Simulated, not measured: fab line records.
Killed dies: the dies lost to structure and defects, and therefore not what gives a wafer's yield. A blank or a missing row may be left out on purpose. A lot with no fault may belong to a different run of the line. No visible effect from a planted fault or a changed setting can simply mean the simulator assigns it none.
Chamber matching :: flow n5Finfet :: N5_MOL_CONTACT_COAG_CMP_28 on cmp-01 has 4 sister chambers
The step polishes, stops on SiNx, t overpolish 0.85 s, target thk 14.522 nm. 4 wafers are shown with their chamber, then 8 later ones without.

## EACH WAFER AND ITS CHAMBER
wafer: L087.2
chamber: 1
motorCurrentA (A): 14.7

wafer: L087.4
chamber: 0
motorCurrentA (A): 10.8

wafer: L087.6
chamber: 3
motorCurrentA (A): 11.7

wafer: L088.2
chamber: 2
motorCurrentA (A): 12.3

## WAFERS MISSING THEIR CHAMBER
wafer: L088.3
motorCurrentA (A): 11.0

wafer: L088.5
motorCurrentA (A): 11.3

wafer: L091.2
motorCurrentA (A): 12.4

wafer: L091.4
motorCurrentA (A): 15.2

wafer: L091.6
motorCurrentA (A): 11.5

wafer: L096.1
motorCurrentA (A): 14.4

wafer: L096.2
motorCurrentA (A): 11.1

wafer: L096.3
motorCurrentA (A): 12.9

## CHAMBER TAKEN BY EACH
wafer: L088.3
from the rows above: can't be placed: 0 or 3
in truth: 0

wafer: L088.5
from the rows above: can't be placed: 3 or 0 or 2
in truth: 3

wafer: L091.2
from the rows above: can't be placed: 2 or 3
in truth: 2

wafer: L091.4
from the rows above: 1
in truth: 1

wafer: L091.6
from the rows above: can't be placed: 3 or 0 or 2
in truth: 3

wafer: L096.1
from the rows above: 1
in truth: 1

wafer: L096.2
from the rows above: can't be placed: 0 or 3
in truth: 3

wafer: L096.3
from the rows above: can't be placed: 2 or 3
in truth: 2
Correct placement for 2 of the 8. Can't be placed from these rows: 6 (the true chamber is among the candidates in 6). Placed wrongly: 0.
How it was worked out, from the rows above alone: a wafer's distance from a chamber is the root of the sum, over the readings, of the square of ((its reading less the chamber's mean) divided by the reading's scatter). If the next closest chamber is less than 2 further off than the closest, the wafer can't be placed; otherwise it belongs to the closest. For every chamber, the mean is computed from those of its wafers that are shown. The scatter: with one shown wafer a chamber, the root of the mean of the squares of how far each hidden wafer lies from its nearest shown one.
